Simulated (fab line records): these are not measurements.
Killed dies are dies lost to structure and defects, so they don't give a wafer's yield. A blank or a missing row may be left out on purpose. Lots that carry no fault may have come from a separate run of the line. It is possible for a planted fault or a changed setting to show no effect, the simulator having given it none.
Which tool did it? + flow n5 finfet + 9 lots, 27 wafers sampled, at 5 steps of a route of 1938

## WHAT THE GAUGES READ, wafer by wafer
N5_WELL_APT_INSPECT_27: inspects for defects (macro). Usual: raw defect count reads 2.2 (standard deviation 1.5).
| lot  | measured    | on                | raw defect count | flag |
|------|-------------|-------------------|------------------|------|
| L847 | day 2 04:19 | defect inspect-02 | 5 2 2            |      |
| L850 | day 2 20:52 | defect inspect-01 | 1 3 2            |      |
| L854 | day 3 21:29 | defect inspect-02 | 2 1 3            |      |
| L855 | day 4 03:41 | defect inspect-01 | 2 2 1            |      |
| L856 | day 4 09:49 | defect inspect-02 | 2 2 3            |      |
| L857 | day 4 15:28 | defect inspect-01 | 0 1 1            |      |
| L863 | day 6 03:11 | defect inspect-02 | 2 2 0            |      |
| L867 | day 7 03:25 | defect inspect-01 | 4 3 5            |      |
| L868 | day 7 08:54 | defect inspect-01 | 1 1 1            |      |

N5_FIN_SAQP_CD_MEAS_16 targets a cd of 35.6 nm. Usual: cd nm reads 35.60 nm (standard deviation 0.29).
| lot  | measured    | on        | cd nm (nm)        | flag |
|------|-------------|-----------|-------------------|------|
| L847 | day 2 11:01 | cd sem-02 | 35.82 35.88 35.83 |      |
| L850 | day 3 03:17 | cd sem-01 | 35.61 35.32 35.33 |      |
| L854 | day 4 05:15 | cd sem-02 | 35.12 34.92 35.62 |      |
| L855 | day 4 11:26 | cd sem-03 | 35.75 35.61 35.63 |      |
| L856 | day 4 18:12 | cd sem-02 | 35.78 35.93 35.76 |      |
| L857 | day 4 22:32 | cd sem-03 | 35.63 35.41 35.62 |      |
| L863 | day 6 11:05 | cd sem-01 | 35.84 35.86 35.53 |      |
| L867 | day 7 10:01 | cd sem-01 | 35.34 35.46 35.36 |      |
| L868 | day 7 16:17 | cd sem-02 | 34.87 35.03 35.29 |      |

N5_BEOL_M4_RC_MEAS_101. Usual: DIBL_N 36.3 mV/V, standard deviation 1.2; DIBL_P 36.7 mV/V, standard deviation 1.5; IOFF_N 0.164 nA/um, standard deviation 0.02; IOFF_N_LONG 5.57e-05 nA/um, standard deviation 1.9e-06; IOFF_P 0.214 nA/um, standard deviation 0.024; ION_N 673 uA/um, standard deviation 8.5; ION_P 461 uA/um, standard deviation 5.9; SS_N 71.6 mV/dec, standard deviation 0.44; SS_P 73.3 mV/dec, standard deviation 0.55; VT_N 249.4 mV, standard deviation 2.4; VT_P -250.0 mV, standard deviation 2.3.
| lot  | measured     | on        | DIBL_N (mV/V)  | DIBL_P (mV/V)  | IOFF_N (nA/um)    | IOFF_N_LONG (nA/um)        | IOFF_P (nA/um)    | ION_N (uA/um) | ION_P (uA/um) | SS_N (mV/dec)  | SS_P (mV/dec)  | VT_N (mV)         | VT_P (mV)            | flag |
|------|--------------|-----------|----------------|----------------|-------------------|----------------------------|-------------------|---------------|---------------|----------------|----------------|-------------------|----------------------|------|
| L847 | day 9 02:45  | prober-01 | 35.1 34.0 35.6 | 36.3 34.5 37.5 | 0.140 0.123 0.162 | 5.22e-05 5.22e-05 5.39e-05 | 0.184 0.166 0.199 | 657 662 678   | 452 454 459   | 71.0 71.6 71.6 | 72.7 72.7 73.4 | 250.2 251.7 249.5 | -253.4 -255.6 -253.3 |      |
| L850 | day 9 13:40  | prober-01 | 37.4 37.9 36.1 | 37.3 38.3 36.5 | 0.179 0.193 0.152 | 5.62e-05 5.58e-05 5.64e-05 | 0.263 0.274 0.238 | 691 672 689   | 480 466 474   | 71.8 72.1 71.8 | 73.7 74.0 73.6 | 247.9 243.3 246.9 | -244.0 -242.7 -246.4 |      |
| L854 | day 10 16:14 | prober-01 | 36.3 36.8 36.5 | 37.8 38.2 37.6 | 0.171 0.168 0.159 | 6.37e-05 6.29e-05 6.24e-05 | 0.235 0.242 0.227 | 688 677 675   | 471 465 463   | 71.7 71.7 71.7 | 73.8 72.6 73.7 | 245.2 248.6 250.6 | -249.2 -249.1 -249.4 | OFF  |
| L855 | day 10 14:32 | prober-01 | 34.9 35.4 36.1 | 35.5 36.4 37.1 | 0.152 0.166 0.175 | 6.48e-05 6.44e-05 6.34e-05 | 0.205 0.214 0.225 | 679 677 674   | 468 463 458   | 71.4 71.4 71.8 | 73.2 73.4 73.9 | 250.3 247.4 247.5 | -251.2 -250.8 -248.6 | OFF  |
| L856 | day 10 17:22 | prober-02 | 38.5 36.8 35.9 | 39.1 37.5 35.4 | 0.217 0.172 0.151 | 5.34e-05 5.25e-05 5.29e-05 | 0.266 0.242 0.201 | 692 673 667   | 470 459 456   | 72.3 72.2 71.6 | 74.8 74.5 73.4 | 247.0 250.8 251.7 | -248.6 -247.8 -251.3 |      |
| L857 | day 11 07:54 | prober-02 | 37.8 36.2 37.2 | 36.6 35.0 35.5 | 0.164 0.148 0.161 | 5.47e-05 5.5e-05 5.39e-05  | 0.201 0.183 0.202 | 673 663 663   | 456 451 451   | 71.4 71.5 72.0 | 73.5 73.3 73.1 | 248.8 250.9 250.2 | -251.1 -253.0 -249.0 |      |
| L863 | day 12 16:58 | prober-01 | 33.7 32.4 34.8 | 35.5 33.5 36.5 | 0.131 0.114 0.151 | 5.68e-05 5.77e-05 5.71e-05 | 0.181 0.160 0.200 | 664 662 660   | 458 455 454   | 71.2 71.1 70.9 | 72.7 72.2 73.3 | 252.4 254.5 249.7 | -252.3 -253.9 -249.8 |      |
| L867 | day 13 14:47 | prober-02 | 38.4 39.1 37.7 | 38.8 39.1 37.5 | 0.186 0.205 0.175 | 5.44e-05 5.44e-05 5.51e-05 | 0.236 0.240 0.207 | 677 685 684   | 466 467 463   | 71.4 72.2 71.6 | 73.5 73.5 72.5 | 249.3 246.7 248.6 | -249.4 -248.1 -252.9 |      |
| L868 | day 13 19:11 | prober-02 | 36.3 36.1 38.6 | 38.1 38.3 40.1 | 0.159 0.160 0.200 | 5.29e-05 5.32e-05 5.34e-05 | 0.214 0.214 0.258 | 680 672 682   | 465 465 469   | 71.2 71.2 72.3 | 73.8 73.3 74.7 | 251.0 251.5 247.2 | -251.5 -250.7 -249.7 |      |

## WHAT TOOL EACH LOT RAN ON (gives the tool, then ch and the chambers of the sampled wafers, and finally the start)
| lot  | N5_ZERO_LAYER_PECVD_02         | N5_WELL_APT_RTA_34              |
|------|--------------------------------|---------------------------------|
| L847 | pecvd-03 ch 2, day 2 00:17     | rtp anneal-02 ch 0, day 2 05:20 |
| L850 | pecvd-03 ch 0,1,2, day 2 18:17 | rtp anneal-01 ch 0, day 2 21:41 |
| L854 | pecvd-03 ch 0,1,2, day 3 18:17 | rtp anneal-01 ch 0, day 3 22:55 |
| L855 | pecvd-04 ch 0,1,2, day 4 00:17 | rtp anneal-01 ch 0, day 4 05:06 |
| L856 | pecvd-04 ch 0,1,2, day 4 06:17 | rtp anneal-02 ch 0, day 4 10:37 |
| L857 | pecvd-01 ch 0,2, day 4 12:17   | rtp anneal-02 ch 0, day 4 16:18 |
| L863 | pecvd-04 ch 1,2, day 6 00:28   | rtp anneal-02 ch 0, day 6 04:07 |
| L867 | pecvd-01 ch 0,1,2, day 7 00:18 | rtp anneal-01 ch 0, day 7 04:13 |
| L868 | pecvd-04 ch 0,1,2, day 7 06:18 | rtp anneal-01 ch 0, day 7 09:41 |
- N5_ZERO_LAYER_PECVD_02: deposits SiO2 from SiH4/N2O, target thk 10 nm, time 6 s.
- N5_WELL_APT_RTA_34: time 10 s.

## WHAT THE TOOLS THEMSELVES READ (means of the sampled wafers that have a number; where no wafer has one, the mark that the record gives instead)
N5_ZERO_LAYER_PECVD_02. Usual: heater power w 706 W, standard deviation 84; rf fwd power W 272.8 W, standard deviation 1.1; showerhead plenum p Torr 8.10 Torr, standard deviation 0.082.
| lot  | tool     | heater power w (W) | rf fwd power W (W) | showerhead plenum p Torr (Torr) | flag |
|------|----------|--------------------|--------------------|---------------------------------|------|
| L847 | pecvd-03 | 728                | 273.5              | 7.97                            |      |
| L850 | pecvd-03 | 699                | 272.5              | 8.07                            |      |
| L854 | pecvd-03 | 745                | 273.4              | 8.05                            |      |
| L855 | pecvd-04 | 693                | 272.4              | 8.10                            |      |
| L856 | pecvd-04 | 678                | 273.1              | 8.11                            |      |
| L857 | pecvd-01 | 591                | 272.8              | 8.23                            |      |
| L863 | pecvd-04 | 662                | 272.9              | 8.11                            |      |
| L867 | pecvd-01 | 607                | 273.6              | 8.19                            |      |
| L868 | pecvd-04 | 748                | 272.2              | 8.11                            |      |

N5_WELL_APT_RTA_34. Usual: lamp power pct 13.01 %, standard deviation 0.057; lamp_zone_1_pct 13.00 %, standard deviation 0.031; lamp_zone_2_pct 12.99 %, standard deviation 0.031; lamp_zone_3_pct 13.000 %, standard deviation 0.028; lamp_zone_4_pct 12.99 %, standard deviation 0.034; lamp_zone_5_pct 13.00 %, standard deviation 0.034; lamp_zone_6_pct 12.92 %, standard deviation 0.034; lamp_zone_7_pct 13.42 %, standard deviation 0.032; wafer_temp_C_max 1003.6, standard deviation 1.
| lot  | tool          | lamp power pct (%) | lamp_zone_1_pct (%) | lamp_zone_2_pct (%) | lamp_zone_3_pct (%) | lamp_zone_4_pct (%) | lamp_zone_5_pct (%) | lamp_zone_6_pct (%) | lamp_zone_7_pct (%) | wafer_temp_C_max | flag |
|------|---------------|--------------------|---------------------|---------------------|---------------------|---------------------|---------------------|---------------------|---------------------|------------------|------|
| L847 | rtp anneal-02 | 12.98              | 12.98               | 13.01               | 12.994              | 13.01               | 13.03               | 12.95               | 13.40               | 1003.6           |      |
| L850 | rtp anneal-01 | 12.98              | 12.99               | 12.99               | 13.022              | 13.03               | 12.99               | 12.91               | 13.39               | 1003.0           |      |
| L854 | rtp anneal-01 | 12.03              | 12.04               | 12.05               | 12.067              | 12.05               | 12.05               | 11.97               | 12.44               | 1003.6           | OFF  |
| L855 | rtp anneal-01 | 12.04              | 12.04               | 12.07               | 12.052              | 12.05               | 12.06               | 11.99               | 12.41               | 1002.6           | OFF  |
| L856 | rtp anneal-02 | 13.00              | 12.98               | 12.99               | 13.015              | 13.05               | 13.00               | 12.93               | 13.41               | 1003.7           |      |
| L857 | rtp anneal-02 | 13.01              | 12.99               | 13.01               | 13.007              | 13.00               | 13.02               | 12.94               | 13.43               | 1003.0           |      |
| L863 | rtp anneal-02 | 13.03              | 13.01               | 13.01               | 12.990              | 12.99               | 12.98               | 12.94               | 13.44               | 1003.8           |      |
| L867 | rtp anneal-01 | 13.02              | 13.01               | 12.99               | 13.021              | 12.99               | 12.99               | 12.88               | 13.42               | 1004.8           |      |
| L868 | rtp anneal-01 | 13.01              | 13.00               | 13.01               | 12.994              | 12.96               | 13.00               | 12.90               | 13.43               | 1002.2           |      |

## THE ANSWER, worked out from the rows above alone
Rule: lot off if the mean of its wafers having a number is beyond 3 standard deviations from the usual mean. Also off: a lot with no number at a reading for which 4 or more lots have one. Where the step has rows for the other lots, those lots are counted as sound. The gauges are gone through in route order, then the tools' own readings, and for those a lot's mean is taken as printed above. At the first step where some lot is off, the reading lying furthest off is the one used; lots without a number count as furthest.
Off: L854, L855, at N5_BEOL_M4_RC_MEAS_101 (IOFF_N_LONG).
A tool fits if, at a process step before that reading, it ran every lot that is off, and no sound lot after the first of them. Not tried: the gauges at N5_BEOL_M4_RC_MEAS_101; whatever is off there is also off at N5_WELL_APT_RTA_34, on other tools, and gauge error can't account for it. No candidate that was tried fits.

## WHAT THE SIMULATOR PUT IN
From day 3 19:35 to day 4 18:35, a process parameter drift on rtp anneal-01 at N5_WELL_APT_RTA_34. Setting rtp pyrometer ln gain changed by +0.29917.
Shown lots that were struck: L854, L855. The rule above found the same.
